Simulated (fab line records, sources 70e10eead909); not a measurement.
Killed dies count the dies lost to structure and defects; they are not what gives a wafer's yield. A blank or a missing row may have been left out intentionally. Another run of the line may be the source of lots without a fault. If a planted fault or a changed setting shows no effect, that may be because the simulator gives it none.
Which tool is to blame? | flow nand harc | Sampling: 12 lots, 36 wafers, 4 of 1302 route steps

## WHAT THE GAUGES SHOWED, per wafer
NHARC_P_M0_INSPECT_27.
lot  | measured     | on                | raw defect count
L075 | day 6 17:41  | defect inspect-01 | 176 175 212
L077 | day 7 18:42  | defect inspect-02 | 164 137 122
L079 | day 8 07:20  | defect inspect-01 | 152 337 519
L081 | day 9 04:22  | defect inspect-02 | 212 222 353
L084 | day 10 04:24 | defect inspect-01 | 229 298 178
L085 | day 10 16:13 | defect inspect-01 | 293 245 335
L089 | day 12 08:47 | defect inspect-01 | 450 174 184
L088 | day 12 07:05 | defect inspect-01 | 150 220 202
L091 | day 13 07:46 | defect inspect-02 | 292 445 361
L093 | day 13 23:35 | defect inspect-02 | 157 382 251
L095 | day 14 23:16 | defect inspect-01 | 262 266 206
L097 | day 15 15:58 | defect inspect-01 | 221 308 205

## EACH LOT AND THE TOOL THAT RAN IT (in order: tool; ch and the chambers of the sampled wafers; start)
lot  | NHARC_P_GATE_DESCUM_31             | NHARC_P_GATE_DESCUM_93             | NHARC_P_M0_PVD_21
L075 | rie diel-02 ch 0,3, day 5 14:37    | rie diel-09 ch 2,3, day 6 06:16    | pvd sputter-01, day 6 17:41 or earlier
L077 | rie diel-09 ch 2,3, day 6 12:52    | rie diel-01 ch 0,2, day 7 06:30    | pvd sputter-03, day 7 18:42 or earlier
L079 | rie diel-02 ch 0,1,3, day 7 02:00  | rie diel-02 ch 2,3, day 7 19:59    | pvd sputter-01, day 8 07:20 or earlier
L081 | rie diel-01 ch 0,1,2, day 8 01:34  | rie diel-01 ch 0,1,3, day 8 16:59  | pvd sputter-02, day 9 04:22 or earlier
L084 | rie diel-02 ch 0,1,3, day 9 01:29  | rie diel-09 ch 1,2, day 9 16:57    | pvd sputter-01, day 10 04:24 or earlier
L085 | rie diel-09 ch 0,1,2, day 9 13:37  | rie diel-09 ch 0,2,3, day 10 04:52 | pvd sputter-02, day 10 16:13 or earlier
L089 | rie diel-02 ch 0,1,2, day 11 03:17 | rie diel-01 ch 0,2,3, day 11 21:04 | pvd sputter-03, day 12 08:47 or earlier
L088 | rie diel-02 ch 0,2,3, day 11 03:59 | rie diel-02 ch 0,3, day 11 19:33   | pvd sputter-03, day 12 07:05 or earlier
L091 | rie diel-02 ch 2,3, day 12 04:58   | rie diel-09 ch 1,2,3, day 12 20:20 | pvd sputter-02, day 13 07:46 or earlier
L093 | rie diel-09 ch 0,1,2, day 12 20:46 | rie diel-01 ch 2,3, day 13 12:10   | pvd sputter-03, day 13 22:11
L095 | rie diel-09 ch 0,1,2, day 13 20:13 | rie diel-01 ch 0,1,3, day 14 11:41 | pvd sputter-02, day 14 23:16 or earlier
L097 | rie diel-01 ch 1,3, day 14 12:56   | rie diel-09 ch 1,3, day 15 04:22   | pvd sputter-02, day 15 15:58 or earlier
- NHARC_P_GATE_DESCUM_31: chemistry O2, time 3 s.
- NHARC_P_GATE_DESCUM_93: chemistry O2, time 3 s.
- NHARC_P_M0_PVD_21: deposits Cu, target thk 30 nm, time 20.49 s.

## THE ANSWER, worked out from the rows above alone
Rule: the usual values come from the lots themselves. Put in order of their means at a reading, lots are off if they are a third of the lots or fewer, leave a main group of 4 or more, and stand apart from it by a gap of 3 or more times the standard deviation of the main group's means; of several such gaps the widest counts. Not used: any main group whose means are identical at the precision the tables above print for the reading. A lot without any number at a reading at which 4 lots or more have one is off too. The other lots that the step has rows for count as sound.
None of the lots is off at any reading shown; this tells nothing.

## WHAT WAS PUT IN BY THE SIMULATOR
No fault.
